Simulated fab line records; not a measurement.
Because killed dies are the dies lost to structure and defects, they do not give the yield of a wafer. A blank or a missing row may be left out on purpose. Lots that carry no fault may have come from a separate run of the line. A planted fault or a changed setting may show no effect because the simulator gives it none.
A single fault, viewed from 2 desks | flow n5 finfet | each desk has only its own numbers; what lay behind them comes last

== AT THE TOOL OWNER'S DESK: ald sin-02 ==
The tool's own readings at N5_SPACER0_ALD_08 (deposits SiNx, target thk 2 nm): means of the sampled wafers that have a number, for each lot that ran on this tool. The brackets show how far a lot's mean lies from the usual mean; more than 4 standard deviations puts the lot out of limits, marked OUT.
Columns: A = heater power w at N5_SPACER0_ALD_08, usual 890 W
lot  | first seen here | A
L376 | day 3 08:30     | 893
L379 | day 4 04:51     | 898
L380 | day 4 12:01     | 947
L381 | day 4 16:56     | 892
L382 | day 4 23:43     | 973
L384 | day 5 06:58     | 920
L397 | day 9 06:17     | 952
This desk's finding: nothing out of limits on any of the 7 lots.

== FROM THE METROLOGY DESK ==
Lot by lot, what the gauges showed, no matter which tool ran the lot: averages of those sampled wafers that carry a number. The brackets show how far a lot's mean lies from the usual mean; more than 4 standard deviations puts the lot out of limits, marked OUT. Shown here are 7 of its 11 readings, the ones lying furthest out on some lot.
Columns: A = DIBL_N at N5_BEOL_M4_RC_MEAS_101, usual 36.0 mV/V; B = DIBL_P at N5_BEOL_M4_RC_MEAS_101, usual 36.0 mV/V; C = IOFF_N at N5_BEOL_M4_RC_MEAS_101, usual 0.155 nA/um; D = IOFF_P at N5_BEOL_M4_RC_MEAS_101, usual 0.20 nA/um; E = REXT_N at N5_BEOL_M4_RC_MEAS_101, usual 75.1 ohm.um; F = SS_N at N5_BEOL_M4_RC_MEAS_101, usual 71.5 mV/dec; G = SS_P at N5_BEOL_M4_RC_MEAS_101, usual 73.2 mV/dec
lot  | first seen here | A    | B    | C     | D    | E    | F    | G
L376 | day 8 17:25     | 35.1 | 34.1 | 0.118 | 0.18 | 73.3 | 71.1 | 73.0
L377 | day 8 19:13     | 35.5 | 35.3 | 0.158 | 0.22 | 77.3 | 71.8 | 72.7
L379 | day 9 18:07     | 35.5 | 34.7 | 0.134 | 0.20 | 77.2 | 71.4 | 73.0
L380 | day 9 22:37     | 40.5 | 40.1 | 0.216 | 0.27 | 71.8 | 72.5 | 74.4
L381 | day 10 05:05    | 36.8 | 35.1 | 0.156 | 0.18 | 76.7 | 71.1 | 73.1
L382 | day 10 07:43    | 36.1 | 36.9 | 0.159 | 0.21 | 78.8 | 71.8 | 73.6
L384 | day 11 00:58    | 34.5 | 35.8 | 0.133 | 0.19 | 77.9 | 71.0 | 73.7
L389 | day 11 16:44    | 34.0 | 33.3 | 0.133 | 0.20 | 74.4 | 70.6 | 73.2
L394 | day 13 00:13    | 34.4 | 35.8 | 0.139 | 0.20 | 76.1 | 71.0 | 72.9
L395 | day 13 15:59    | 37.6 | 36.7 | 0.168 | 0.22 | 76.1 | 71.6 | 73.8
L397 | day 14 01:47    | 33.5 | 33.7 | 0.129 | 0.17 | 76.7 | 71.0 | 72.8
This desk's finding: nothing out of limits on any of the 11 lots.

== TAKEN TOGETHER ==
Nothing out of limits was seen by the tool owner's desk.
Metrology desk: nothing out of limits seen.

== WHAT WAS PUT IN BY THE SIMULATOR ==
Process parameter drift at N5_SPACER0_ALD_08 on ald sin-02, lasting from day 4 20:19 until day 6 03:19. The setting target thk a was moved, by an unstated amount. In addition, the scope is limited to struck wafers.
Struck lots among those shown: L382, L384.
